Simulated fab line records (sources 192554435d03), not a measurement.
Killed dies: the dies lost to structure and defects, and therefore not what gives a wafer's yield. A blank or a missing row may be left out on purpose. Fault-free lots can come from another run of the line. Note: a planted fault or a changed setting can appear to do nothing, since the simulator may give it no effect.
fab line records	flow n5-finfet
record: lots: 11	wafers: 33	last-day: 17
route steps=1938 shown HKMG_FIN@438 PASSIVATION@1936
lots that met no fault: taken from a fault-free run of the same line
start-h: hours from the record's first day to the start of the lot's first wafer shown	wait-h: time in hours since the lot's previous step	" unchanged from the row above	L1.1+2: several wafers, shown together as one row	- no value, or no start given	* or withheld: withheld	< > ~ a bound
route shown NAME@n: names a module that has steps shown in the file, with the first one's number in the route	usual: mean/standard deviation taken from wafers without a fault	same: alike in all rows	chamber/n: place in a boat	sites: per-site readings	_std_site: their standard deviation	_edge_site: outer sites' mean less inner sites'	radius-mm: for every site, how far away it sits from the centre of the wafer	mask NAME#n: copy n	behind: tool/chamber where the wafer was last shaped	hold: the reason the lot was held/the length of the hold in hours/how it ended	device: names the non-switching transistor (n, p or np)	end of line: tests run on the same wafers once the route is complete	a step without rows: its recipe alone	killed: the dies lost at the first sort to structure and to defects; this is not the yield of the wafer	map: the dies of a wafer, with x for killed, . for not killed, _ for no die there
set.NAME: the setting the step ran with; set.NAME@STEP: the setting that earlier step ran with	model.NAME: the simulator's own value behind a step, which no gauge read
one table for each step of the route and one row for each wafer, over a sample of lots
services: when a tool's chamber went out of use (start-h, in hours from the record's first day, below 0 if earlier), for how many hours, and the reason
== steps ==
step: N5_HKMG_FIN_ETCH_35
recipe: chemistry: N2/H2	target: SOC	target-depth-a: 2158	ion-energy-ev: 65	bias-w: 5	source-w: 3000	time-s: 243.4	pressure-mtorr: 30	n2-flow-sccm: 200	h2-flow-sccm: 200
usual: drypump-motor-current-A: 5.7/0.3	n2-flow-sccm: 200.0/0.57	oes-product-au: 0.75/0.053	rf-vpp-V: 141.6/1	showerhead-plenum-p-Torr: 2.55/0.087	throttle-valve-pct: 17.95/0.21
lot.wafer	tool	chamber	start-h	wait-h	drypump-motor-current-A	n2-flow-sccm	oes-product-au	rf-hours-counter-h	rf-vpp-V	showerhead-plenum-p-Torr	throttle-valve-pct
L979.2	rie-diel-02	1	74.47	0.0	5.9	199.8	0.74	177	142.6	2.64	18.14
L979.3	"	0	"	"	5.6	199.6	0.71	181	143.0	2.52	17.67
L979.5	"	0	"	"	5.6	200.1	0.70	-	141.2	2.52	17.64
L980.2	rie-diel-06	0	78.93	0.0	5.8	199.7	0.78	140	142.6	2.67	17.99
L980.3	"	1	"	"	5.4	200.4	0.76	167	140.9	2.54	18.15
L980.4	"	2	"	"	6.3	199.7	0.73	219	141.5	2.41	18.06
L981.1	rie-diel-06	2	87.62	0.0	6.3	201.0	0.73	222	140.4	2.41	18.07
L981.2	"	3	"	"	5.2	201.2	0.75	143	141.2	2.44	17.59
L981.5	"	1	"	"	5.4	200.1	0.76	-	141.6	2.54	18.16
L983.2	rie-diel-03	2	98.57	0.0	6.1	200.2	0.72	195	141.6	2.52	17.79
L983.3	"	1	"	"	5.3	200.2	0.73	162	141.8	2.64	17.87
L983.6	"	0	"	"	5.5	199.5	0.79	-	140.6	2.47	18.06
L985.2	rie-diel-03	0	111.18	0.0	5.5	199.7	0.79	125	141.2	2.47	18.06
L985.3	"	1	"	"	5.3	200.1	0.74	166	141.7	2.64	17.87
L985.6	"	2	"	"	6.1	199.3	0.71	-	140.9	2.52	17.81
L989.2	rie-diel-02	1	136.99	0.0	5.9	199.7	0.73	198	143.3	2.63	18.15
L989.3	"	2	"	"	5.4	199.7	0.73	208	140.7	2.52	17.82
L989.6	"	1	"	"	5.9	199.2	0.73	-	142.7	2.63	18.15
L994.1	rie-diel-06	2	165.34	0.0	6.3	200.6	0.70	250	140.0	2.40	18.11
L994.2	"	0	"	"	5.8	200.1	0.75	171	143.4	2.65	18.01
L994.6	"	2	"	"	6.3	200.3	0.70	-	141.3	2.40	18.13
L997.1	rie-diel-06	3	181.51	0.0	5.2	200.0	0.73	168	140.0	2.43	17.63
L997.2	"	0	"	"	5.8	200.8	0.74	178	142.0	2.65	18.03
L997.5	"	0	"	"	5.8	199.6	0.74	-	140.7	2.65	18.04
L998.1	rie-diel-06	1	189.69	0.0	5.4	200.6	0.73	211	141.3	2.52	18.24
L998.2	"	0	"	"	5.8	200.8	0.74	183	143.3	2.65	18.04
L998.5	"	3	"	"	5.2	200.3	0.74	-	141.2	2.43	17.64
L100.1	rie-diel-02	1	200.40	0.0	5.9	199.3	0.72	220	141.1	2.62	18.19
L100.3	"	3	"	"	5.6	199.0	0.74	215	141.7	2.51	18.29
L100.6	"	2	"	"	5.4	199.8	0.73	-	141.9	2.51	17.84
L102.1	rie-diel-03	0	213.28	0.0	5.5	199.8	0.76	161	140.1	2.45	18.13
L102.4	"	3	"	"	5.9	199.1	0.84	63	142.9	2.69	17.80
L102.6	"	3	"	"	5.9	199.1	0.84	-	142.3	2.69	17.79
step: N5_HKMG_FIN_STRIP_92
recipe: chemistry: N2/H2	material: SOC	time-s: 20	power-w: 500	temp-c: 40	pressure-mtorr: 50	rf-frequency-hz: 6e+07	bias-power-w: 8	h2-frac: 0.5	n2-flow-sccm: 300	h2-flow-sccm: 300
usual: drypump-motor-current-A: 5.7/0.3	n2-flow-sccm: 300.1/0.87	oes-product-au: 0.75/0.055	rf-vpp-V: 54.2/0.89	showerhead-plenum-p-Torr: 3.37/0.11	throttle-valve-pct: 19.22/0.3
lot.wafer	tool	chamber	start-h	wait-h	drypump-motor-current-A	n2-flow-sccm	oes-product-au	rf-hours-counter-h	rf-vpp-V	showerhead-plenum-p-Torr	throttle-valve-pct
L979.2	rie-diel-02	1	74.62	0.1	5.9	298.3	0.74	177	53.8	3.48	19.57
L979.3	"	0	"	"	5.6	300.6	0.70	181	54.8	3.33	18.67
L979.5	"	0	"	"	5.6	301.2	0.70	-	54.8	3.33	18.68
L980.2	rie-diel-06	0	79.08	0.1	5.8	300.1	0.78	140	54.0	3.52	19.13
L980.3	"	1	"	"	5.4	299.7	0.75	167	55.4	3.36	19.36
L980.4	"	2	"	"	6.3	300.3	0.73	219	54.3	3.19	19.10
L981.1	rie-diel-06	2	87.77	0.1	6.3	300.5	0.72	222	52.7	3.19	19.11
L981.2	"	3	"	"	5.2	300.0	0.75	143	54.0	3.22	18.84
L981.5	"	1	"	"	5.5	299.3	0.75	-	54.5	3.36	19.36
L983.2	rie-diel-03	2	98.72	0.1	6.1	298.2	0.73	195	54.0	3.34	19.42
L983.3	"	1	"	"	5.3	300.0	0.75	162	55.1	3.49	19.10
L983.6	"	0	"	"	5.6	300.7	0.80	-	55.8	3.26	19.65
L985.2	rie-diel-03	0	111.32	0.1	5.6	300.9	0.80	125	54.9	3.26	19.66
L985.3	"	1	"	"	5.3	301.9	0.74	166	55.1	3.48	19.11
L985.6	"	2	"	"	6.1	299.7	0.72	-	54.4	3.33	19.41
L989.2	rie-diel-02	1	137.14	0.1	5.8	299.1	0.73	198	53.6	3.47	19.59
L989.3	"	2	"	"	5.4	299.6	0.73	208	53.5	3.34	18.90
L989.6	"	1	"	"	5.9	300.1	0.73	-	53.0	3.47	19.61
L994.1	rie-diel-06	2	165.49	0.1	6.3	300.9	0.71	250	54.3	3.18	19.14
L994.2	"	0	"	"	5.8	299.5	0.75	171	54.7	3.50	19.17
L994.6	"	2	"	"	6.3	300.6	0.70	-	52.8	3.18	19.13
L997.1	rie-diel-06	3	181.66	0.1	5.2	298.9	0.74	168	54.4	3.21	18.85
L997.2	"	0	"	"	5.8	299.7	0.73	178	55.5	3.50	19.20
L997.5	"	0	"	"	5.8	299.8	0.75	-	53.9	3.50	19.18
L998.1	rie-diel-06	1	189.84	0.1	5.4	301.0	0.71	211	53.6	3.34	19.42
L998.2	"	0	"	"	5.8	300.1	0.73	183	54.1	3.49	19.21
L998.5	"	3	"	"	5.2	300.2	0.73	-	53.6	3.21	18.87
L100.1	rie-diel-02	1	200.55	0.1	5.9	298.3	0.73	221	55.1	3.45	19.65
L100.3	"	3	"	"	5.6	298.4	0.73	215	54.5	3.31	19.46
L100.6	"	2	"	"	5.4	300.5	0.72	-	55.2	3.32	18.93
L102.1	rie-diel-03	0	213.43	0.1	5.6	300.3	0.77	161	53.3	3.24	19.70
L102.4	"	3	"	"	5.9	300.4	0.84	63	53.2	3.54	19.19
L102.6	"	3	"	"	5.9	300.1	0.85	-	53.1	3.54	19.20
step: N5_HKMG_FIN_ALD_91
recipe: material: TiN	target-thk-a: 10	temp-c: 400	ald-precursor-family: TiCl4	ald-co-reactant: NH3	pulse-time-s: 1	purge-time-s: 3	co-reactant-purge-time-s: 2	co-reactant-pulse-time-s: 2	ald-cycles: 47	pressure-torr: 3
usual: co-reactant-pulse-time-s: 2/0	heater-power-w: 864/90	precursor-pulse-height-rel: 1.002/0.02
lot.wafer	tool	chamber	start-h	wait-h	co-reactant-pulse-time-s	heater-power-w	precursor-pulse-height-rel
L979.2	ald-metal-03	3	75.15	0.3	2	934	1.014
L979.3	"	2	"	"	2	656	1.010
L979.5	"	1	"	"	2	882	0.996
L980.2	ald-metal-04	0	79.61	0.3	2	1010	1.028
L980.3	"	1	"	"	2	879	1.012
L980.4	"	3	"	"	2	831	1.012
L981.1	ald-metal-03	1	88.31	0.3	2	856	1.031
L981.2	"	2	"	"	2	684	0.998
L981.5	"	1	"	"	2	832	1.018
L983.2	ald-metal-03	3	99.25	0.3	2	948	1.038
L983.3	"	2	"	"	2	661	1.029
L983.6	"	0	"	"	2	863	0.966
L985.2	ald-metal-03	1	111.85	0.3	2	852	1.002
L985.3	"	3	"	"	2	954	0.998
L985.6	"	0	"	"	2	848	1.027
L989.2	ald-metal-03	1	137.67	0.3	1.4835	861	0.958
L989.3	"	2	"	"	2	660	1.005
L989.6	"	2	"	"	2	663	1.014
L994.1	ald-metal-03	0	166.02	0.3	2	849	1.000
L994.2	"	2	"	"	2	660	1.040
L994.6	"	1	"	"	1.4835	848	0.979
L997.1	ald-metal-01	0	182.19	0.3	2	975	0.985
L997.2	"	3	"	"	2	803	1.016
L997.5	"	1	"	"	2	873	0.994
L998.1	ald-metal-01	3	190.37	0.3	2	808	0.998
L998.2	"	0	"	"	2	946	1.035
L998.5	"	3	"	"	2	819	1.004
L100.1	ald-metal-01	3	201.08	0.3	2	811	0.996
L100.3	"	0	"	"	2	946	1.016
L100.6	"	0	"	"	2	939	1.049
L102.1	ald-metal-01	3	214.05	0.4	2	810	1.008
L102.4	"	1	"	"	2	886	1.008
L102.6	"	0	"	"	2	928	1.019
step: N5_HKMG_FIN_STRIP_69
recipe: chemistry: N2/H2	power-w: 2500	temp-c: 300	h2-frac: 0.65	time-s: 360	pressure-mtorr: withheld	n2-flow-sccm: 1750	h2-flow-sccm: 3250
usual: drypump-motor-current-A: 5.7/0.52	heater-power-w: 492/13	n2-flow-sccm: 1749/4.6
lot.wafer	tool	chamber	start-h	wait-h	drypump-motor-current-A	heater-power-w	n2-flow-sccm	rf-hours-counter-h
L979.2	plasma-asher-02	1	77.09	0.1	5.2	500	1750	36
L979.3	"	0	"	"	5.3	504	1745	-
L979.5	"	0	"	"	5.2	504	1752	-
L980.2	plasma-asher-02	1	81.38	0.1	5.2	497	1749	37
L980.3	"	0	"	"	5.2	501	1755	-
L980.4	"	1	"	"	5.2	499	1741	-
L981.1	plasma-asher-02	1	90.33	0.2	5.2	506	1754	38
L981.2	"	0	"	"	5.2	492	1752	38
L981.5	"	0	"	"	5.2	502	1759	-
L983.2	plasma-asher-02	0	101.07	0.1	5.3	497	1753	40
L983.3	"	1	"	"	5.2	503	1752	-
L983.6	"	1	"	"	5.2	504	1755	-
L985.2	plasma-asher-02	1	113.83	0.1	5.2	499	1752	43
L985.3	"	1	"	"	5.2	506	1747	-
L985.6	"	0	"	"	5.3	511	1749	-
L989.2	plasma-asher-01	1	139.67	0.2	6.0	502	1755	101
L989.3	"	1	"	"	6.0	490	1757	-
L989.6	"	0	"	"	6.4	465	1745	-
L994.1	plasma-asher-02	1	167.80	0.1	5.2	506	1746	52
L994.2	"	0	"	"	5.2	511	1742	52
L994.6	"	1	"	"	5.2	498	1746	-
L997.1	plasma-asher-02	1	184.08	0.1	5.2	523	1752	55
L997.2	"	0	"	"	5.2	477	1748	55
L997.5	"	0	"	"	5.2	502	1752	-
L998.1	plasma-asher-01	1	192.15	0.1	6.0	498	1759	113
L998.2	"	0	"	"	6.4	489	1753	113
L998.5	"	1	"	"	6.0	484	1745	-
L100.1	plasma-asher-01	0	203.18	0.2	6.5	478	1754	115
L100.3	"	0	"	"	6.5	477	1752	-
L100.6	"	1	"	"	6.0	489	1746	-
L102.1	plasma-asher-02	0	215.82	0.1	5.2	504	1743	62
L102.4	"	1	"	"	5.2	508	1750	-
L102.6	"	1	"	"	5.2	501	1749	-
step: N5_PASSIVATION_PROBE_49
usual: killed_at_M0_to_M3: 34/12	killed_at_M4_up: 12/4.9	killed-at-contacts: 13/7.2	killed-at-front-end: 39/12	killed-at-other: 3.7/2.9	killed-dies: 101/18	killed-open: 67/14	killed-short: 33/7.2
same: gross-dies: 1180	killed-at-back-side: 0
lot.wafer	tool	chamber	start-h	wait-h	killed_at_M0_to_M3	killed_at_M4_up	killed-at-contacts	killed-at-front-end	killed-at-other	killed-dies	killed-open	killed-short
L979.2	prober-01	-	282.32	0.1	58	10	9	33	1	111	78	31
L979.3	prober-01	-	282.37	0.1	50	3	14	39	2	108	69	38
L979.5	prober-01	-	282.47	0.2	22	13	9	33	1	78	45	33
L980.2	prober-02	-	283.84	0.1	39	15	12	46	3	115	82	33
L980.3	prober-02	-	283.89	0.1	37	10	11	66	2	126	93	33
L980.4	prober-02	-	283.94	0.2	24	9	19	54	2	108	71	35
L985.2	prober-01	-	309.12	0.1	46	10	5	47	3	111	68	43
L985.3	prober-01	-	309.17	0.1	38	8	10	41	1	98	62	36
L985.6	prober-01	-	309.32	0.3	35	11	11	44	3	104	67	37
L989.2	prober-01	-	339.06	0.1	34	9	10	60	3	116	64	46
L989.3	prober-01	-	339.11	0.1	31	11	12	86	8	148	98	46
L989.6	prober-01	-	339.26	0.3	35	13	18	44	5	115	71	39
L994.1	prober-01	-	373.71	0.0	30	16	16	40	2	104	70	34
L994.2	prober-01	-	373.76	0.1	38	19	6	39	6	108	60	48
L994.6	prober-01	-	373.96	0.3	30	5	7	51	2	95	58	37
L997.1	prober-02	-	397.99	0.6	30	14	12	34	7	97	69	28
L997.2	prober-02	-	398.04	0.6	35	8	18	25	2	88	57	31
L997.5	prober-02	-	398.19	0.8	25	8	18	36	13	100	67	28
L100.1	prober-01	-	398.14	0.1	33	14	21	61	0	129	83	45
L100.3	prober-01	-	398.24	0.2	44	7	9	67	1	128	84	43
L100.6	prober-01	-	398.39	0.4	31	23	25	63	1	143	102	40
L998.1	prober-01	-	399.40	0.0	37	10	2	37	5	91	60	30
L998.2	prober-01	-	399.45	0.1	31	25	1	23	4	84	44	39
L998.5	prober-01	-	399.60	0.2	27	14	5	39	2	87	53	31
killed by level:class
L979.2 BEOL_M2:geometric-particle:open=18 BEOL_M1:geometric-particle:open=12 FIN_SAQP:geometric-particle:short=9 MOL_CONTACT_COAG:geometric-particle:open=9 BEOL_M0_SAQP:geometric-particle:short=8 STI_FIN_REVEAL:geometric-particle:open=6 BEOL_M3:geometric-particle:open=6 BEOL_M0_SAQP:geometric-particle:open=5
L979.3 MOL_CONTACT_COAG:geometric-particle:open=12 BEOL_M2:geometric-particle:open=12 STI_FIN_REVEAL:geometric-particle:open=9 BEOL_M0_SAQP:geometric-particle:short=8 BEOL_M1:geometric-particle:open=8 FIN_SAQP:geometric-particle:short=7 BEOL_M1:geometric-particle:short=6 BEOL_M0_SAQP:geometric-particle:open=5
L979.5 FIN_SAQP:geometric-particle:short=7 MOL_CONTACT_COAG:geometric-particle:open=7 GATE_CUT:geometric-particle:short=6 BEOL_M0_SAQP:geometric-particle:short=6 FIN_SAQP:geometric-particle:open=5 BEOL_M1:geometric-particle:open=5 GATE_CUT:geometric-particle:open=4 BEOL_M0_SAQP:geometric-particle:open=4
L980.2 FIN_SAQP:geometric-particle:open=17 BEOL_M3:geometric-particle:open=11 STI_FIN_REVEAL:geometric-particle:open=10 MOL_CONTACT_COAG:geometric-particle:open=9 BEOL_M0_SAQP:geometric-particle:short=9 BEOL_M0_SAQP:geometric-particle:open=7 FIN_SAQP:geometric-particle:short=4 DUMMY_GATE:geometric-particle:open=4
L980.3 FIN_SAQP:geometric-particle:open=17 BEOL_M2:geometric-particle:open=13 STI_FIN_REVEAL:geometric-particle:open=11 FIN_SAQP:geometric-particle:short=10 DUMMY_GATE:geometric-particle:open=8 MOL_CONTACT_COAG:geometric-particle:open=7 BEOL_M3:geometric-particle:open=7 GATE_CUT:geometric-particle:open=6
L980.4 FIN_SAQP:geometric-particle:short=18 FIN_SAQP:geometric-particle:open=18 MOL_CONTACT_COAG:geometric-particle:open=15 BEOL_M2:geometric-particle:open=8 BEOL_M3:geometric-particle:open=6 MOL_CONTACT_COAG:geometric-particle:short=4 DUMMY_GATE:geometric-particle:open=3 BEOL_M0_SAQP:geometric-particle:open=3
L985.2 STI_FIN_REVEAL:geometric-particle:open=14 BEOL_M0_SAQP:geometric-particle:open=13 BEOL_M3:geometric-particle:open=10 FIN_SAQP:geometric-particle:short=7 FIN_SAQP:geometric-particle:open=6 BEOL_M0_SAQP:geometric-particle:short=6 GATE_CUT:geometric-particle:short=5 BEOL_M2:geometric-particle:short=5
L985.3 BEOL_M0_SAQP:geometric-particle:open=10 FIN_SAQP:geometric-particle:short=9 MOL_CONTACT_COAG:geometric-particle:open=8 STI_FIN_REVEAL:geometric-particle:open=7 BEOL_M3:geometric-particle:open=7 BEOL_M0_SAQP:geometric-particle:short=6 GATE_CUT:geometric-particle:short=5 FIN_SAQP:geometric-particle:open=4
L985.6 BEOL_M0_SAQP:geometric-particle:open=11 STI_FIN_REVEAL:geometric-particle:open=9 MOL_CONTACT_COAG:geometric-particle:open=9 GATE_CUT:geometric-particle:short=8 BEOL_M0_SAQP:geometric-particle:short=7 BEOL_M3:geometric-particle:open=6 FIN_SAQP:geometric-particle:open=5 BEOL_M4:geometric-particle:open=5
L989.2 STI_FIN_REVEAL:geometric-particle:open=12 FIN_SAQP:geometric-particle:short=11 BEOL_M0_SAQP:geometric-particle:open=11 BEOL_M0_SAQP:geometric-particle:short=10 MOL_CONTACT_COAG:geometric-particle:open=8 GATE_CUT:geometric-particle:open=6 BEOL_M1:geometric-particle:open=5 FIN_SAQP:geometric-particle:open=4
L989.3 FIN_SAQP:geometric-particle:open=20 STI_FIN_REVEAL:geometric-particle:open=17 FIN_SAQP:geometric-particle:short=10 MOL_CONTACT_COAG:geometric-particle:open=10 GATE_CUT:geometric-particle:short=9 BEOL_M0_SAQP:geometric-particle:short=8 BEOL_M2:geometric-particle:open=6 DUMMY_GATE:geometric-particle:open=6
L989.6 MOL_CONTACT_COAG:geometric-particle:open=14 BEOL_M0_SAQP:geometric-particle:open=11 FIN_SAQP:geometric-particle:short=10 BEOL_M4:geometric-particle:open=8 FIN_SAQP:geometric-particle:open=7 BEOL_M0_SAQP:geometric-particle:short=6 BEOL_M3:geometric-particle:open=6 BEOL_M2:geometric-particle:open=5
L994.1 BEOL_M4:geometric-particle:open=13 FIN_SAQP:geometric-particle:open=12 MOL_CONTACT_COAG:geometric-particle:open=10 BEOL_M2:geometric-particle:open=10 BEOL_M0_SAQP:geometric-particle:short=7 GATE_CUT:geometric-particle:short=6 MOL_CONTACT_COAG:geometric-particle:short=6 FIN_SAQP:geometric-particle:short=5
L994.2 FIN_SAQP:geometric-particle:open=10 BEOL_M4:geometric-particle:open=10 BEOL_M0_SAQP:geometric-particle:short=9 BEOL_M2:geometric-particle:open=9 FIN_SAQP:geometric-particle:short=7 STI_FIN_REVEAL:geometric-particle:open=7 GATE_CUT:geometric-particle:short=5 MOL_CONTACT_COAG:geometric-particle:open=5
L994.6 STI_FIN_REVEAL:geometric-particle:open=10 FIN_SAQP:geometric-particle:short=9 FIN_SAQP:geometric-particle:open=9 BEOL_M2:geometric-particle:open=8 GATE_CUT:geometric-particle:short=7 MOL_CONTACT_COAG:geometric-particle:open=7 BEOL_M3:geometric-particle:short=6 GATE_CUT:geometric-particle:open=5
L997.1 MOL_CONTACT_COAG:geometric-particle:open=9 STI_FIN_REVEAL:geometric-particle:open=8 FIN_SAQP:geometric-particle:short=7 BEOL_M2:geometric-particle:open=7 BEOL_M3:geometric-particle:open=7 BEOL_M0_SAQP:geometric-particle:open=6 ILD0:geometric-particle:short=4 BEOL_M0_SAQP:geometric-particle:short=4
L997.2 MOL_CONTACT_COAG:geometric-particle:open=13 GATE_CUT:geometric-particle:short=7 BEOL_M0_SAQP:geometric-particle:short=7 BEOL_M1:geometric-particle:open=7 BEOL_M0_SAQP:geometric-particle:open=6 MOL_CONTACT_COAG:geometric-particle:short=5 BEOL_M3:geometric-particle:open=5 BEOL_M4:geometric-particle:open=5
L100.1 FIN_SAQP:geometric-particle:short=15 MOL_CONTACT_COAG:geometric-particle:open=14 STI_FIN_REVEAL:geometric-particle:open=13 FIN_SAQP:geometric-particle:open=10 BEOL_M1:geometric-particle:open=8 MOL_CONTACT_COAG:geometric-particle:short=7 BEOL_M3:geometric-particle:open=7 BEOL_M4:geometric-particle:open=7
L997.5 MOL_CONTACT_COAG:geometric-particle:open=12 STI_FIN_REVEAL:geometric-particle:open=9 BEOL_M2:geometric-particle:open=9 PASS1_CAP:geometric-particle:open=8 DUMMY_GATE:geometric-particle:open=7 MOL_CONTACT_COAG:geometric-particle:short=6 BEOL_M2:geometric-particle:short=4 BEOL_M4:geometric-particle:open=4
L100.3 FIN_SAQP:geometric-particle:short=17 FIN_SAQP:geometric-particle:open=17 BEOL_M1:geometric-particle:open=16 BEOL_M0_SAQP:geometric-particle:open=9 MOL_CONTACT_COAG:geometric-particle:open=8 BEOL_M2:geometric-particle:open=6 DUMMY_GATE:geometric-particle:open=5 GATE_CUT:geometric-particle:short=5
L100.6 MOL_CONTACT_COAG:geometric-particle:open=23 FIN_SAQP:geometric-particle:short=16 STI_FIN_REVEAL:geometric-particle:open=16 FIN_SAQP:geometric-particle:open=12 BEOL_M2:geometric-particle:open=8 BEOL_M4:geometric-particle:open=8 STARTING-WAFER:geometric-particle:open=6 BEOL_M0_SAQP:geometric-particle:open=5
L998.1 BEOL_M3:geometric-particle:open=9 DUMMY_GATE:geometric-particle:open=8 BEOL_M1:geometric-particle:open=7 BEOL_M2:geometric-particle:open=7 FIN_SAQP:geometric-particle:short=6 BEOL_M0:geometric-particle:open=6 STARTING-WAFER:geometric-particle:short=5 FIN_SAQP:geometric-particle:open=3
L998.2 BEOL_M0_SAQP:geometric-particle:short=9 BEOL_M0_SAQP:geometric-particle:open=7 BEOL_M5:geometric-particle:open=6 DUMMY_GATE:geometric-particle:open=5 BEOL_M3:geometric-particle:open=4 BEOL_M4:geometric-particle:open=4 STARTING-WAFER:geometric-particle:short=4 FIN_SAQP:geometric-particle:short=3
L998.5 BEOL_M2:geometric-particle:open=10 FIN_SAQP:geometric-particle:short=9 STARTING-WAFER:geometric-particle:short=6 MOL_CONTACT_COAG:geometric-particle:open=5 BEOL_M0_SAQP:geometric-particle:short=5 DUMMY_GATE:geometric-particle:open=4 BEOL_M0:geometric-particle:open=4 BEOL_M3:geometric-particle:open=4
== services ==
tool	chamber	start-h	hours	kind
rie-diel-02	-	58.78	1.6	repair
rie-diel-02	2	69.19	10.5	repair
ald-metal-04	0	71.63	3.2	repair
rie-diel-06	3	119.33	22.6	repair
ald-metal-01	-	129.77	2.8	pm
rie-diel-02	1	146.47	3.9	repair
ald-metal-04	1	148.48	2.5	repair
plasma-asher-02	-	148.95	4.9	repair
ald-metal-01	0	152.00	28.8	repair
rie-diel-06	2	165.55	-	clean
rie-diel-06	2	165.55	-	consumable-replace:focus-ring
rie-diel-06	2	165.55	-	consumable-replace:showerhead
rie-diel-06	2	165.55	25.6	scheduled-down
rie-diel-06	2	165.55	25.6	vent-cycle
rie-diel-02	3	185.18	6.4	repair
plasma-asher-01	-	189.66	1.4	repair
ald-metal-01	-	190.92	8.7	pm
ald-metal-01	-	202.60	1.7	repair
ald-metal-01	2	210.73	4.0	repair
== key ==
first-sign: step: N5_HKMG_FIN_ALD_91	reading: co-reactant-pulse-time-s	direction: down	sigmas: 99+	usual: *	struck: *
effect none on later readings
met-at N5_HKMG_FIN_ALD_91
struck-lots L989,L994
struck-wafers L989.2,L994.6
tester-left-out L989,L994
not-acting-at N5_HKMG_FIN_ETCH_35,N5_HKMG_FIN_STRIP_92,N5_HKMG_FIN_STRIP_69
onset-between 111.85 137.67
fault: kind: process-parameter-drift	tool: ald-metal-03	chamber: 1	onset-h: 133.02	steps: N5_HKMG_FIN_ALD_91	channel: co-reactant-pulse-time-s	offset: *	shape: step	end-h: 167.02	acts-in: *	stated: *
tester-left-out: of these lots the tester's yield and bins aren't shown, on N5 and GAA mostly nor the transistor test; their killed dies are dies lost to structure and defects alone, not to doping, threshold or leakage, so they don't give the yield
